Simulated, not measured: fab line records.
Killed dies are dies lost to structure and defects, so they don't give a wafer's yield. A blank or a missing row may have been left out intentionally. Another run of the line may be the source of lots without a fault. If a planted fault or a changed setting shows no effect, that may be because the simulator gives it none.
8D (eight disciplines) problem report, filled in by code || flow n5-finfet || the parts of the form that need people (team, actions taken, sign-off) are left out

## 1. WHAT WENT WRONG
spin-speed-rpm at N5_BEOL_M1_COAT_61 reads a mean of 1613.3 rpm on 6 wafers of 2 lots; wafers without a fault read 1499.9 rpm with a standard deviation of 1. That is +99 or more standard deviations from the usual mean.
The step: time 60 s, resist thk 60 nm.
The first sign was on wafer L132.1 at day 8 10:10, on litho-track-01. The record holds 33 wafers of 11 lots with a number at this step. Rule for "out", or "out of limits": more than 4 standard deviations from the usual mean. Any other wafer with a number is counted as sound.

## 2. WHAT IT IS AND WHAT IT IS NOT
{"question": "which readings at this step", "is": "spin-speed-rpm", "is not": "-"}
{"question": "which lots", "is": "L132, L136", "is not": "L123, L124, L128, L130, L140, L141, L143, L144, L146"}
{"question": "which wafers of those lots", "is": "all that have a number", "is not": "-"}
{"question": "read on which tools", "is": "litho-track-01", "is not": "litho-track-02, litho-track-03"}
{"question": "when", "is": "from day 8 10:10", "is not": "up to then (12 sound wafers); but 15 sound wafers of L140, L141, L143, L144, L146 came after"}

## 3. SUSPECTS, AND WHAT RULES EACH OUT
Counting: a tool stays on the suspect list if, at a process step up to the reading, it processed all lots that are out and no sound lot following the first of them.
- cvd-co-02 at N5_BEOL_M0_CO_CAP_123 (material Co, precursor CCTBA/H2, target thk 2 nm, time 102.1 s): ruled out as a lasting fault. Following L132 (day 8 07:36), the first lot on it that is out, the sound lots L143 were run on it.
- litho-track-01 at N5_BEOL_M1_COAT_61 (time 60 s, resist thk 60 nm): kept. It ran every lot that is out, first L132 (day 8 10:10), and no sound lot after that; its last sound lot up to then is L128 (day 7 03:28). Its own spin-speed-rpm readings are out on those wafers.
The count leaves litho-track-01 at N5_BEOL_M1_COAT_61.

## 4. THE CAUSE (what the simulator had put in)
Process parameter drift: litho-track-01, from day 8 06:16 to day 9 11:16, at N5_BEOL_M1_COAT_61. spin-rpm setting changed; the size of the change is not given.
Only this tool survived the counting.

## 5. SEQUENCE OF EFFECTS, ordered by route
Each row: a reading whose mean over the struck wafers that have a number lies more than 3 standard deviations from the usual. Scope: only readings with a usual standard deviation given in the record; hours: median across lots of the time from each lot's start at the first step in this table that gives one to its start at this step; sigmas: change in usual standard deviations.
{"hours": 0, "step": "N5_BEOL_M1_COAT_61", "reading": "spin-speed-rpm", "usual": "1499.9 rpm", "on struck wafers": 1613.3, "change": "+113.4", "sigmas": "+99 or more"}
Here are the process steps it includes:
- N5_BEOL_M1_COAT_61: time 60 s, resist thk 60 nm.
Later steps that measure or inspect, where all struck wafers having a row at the step show a number for every such reading and not one has moved that far: N5_BEOL_M4_RC_MEAS_101.

## 6. HOW IT WOULD HAVE BEEN CAUGHT EARLIER
First out-of-limits reading in this record: day 8 10:10, which is 4 hours after fault onset at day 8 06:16.
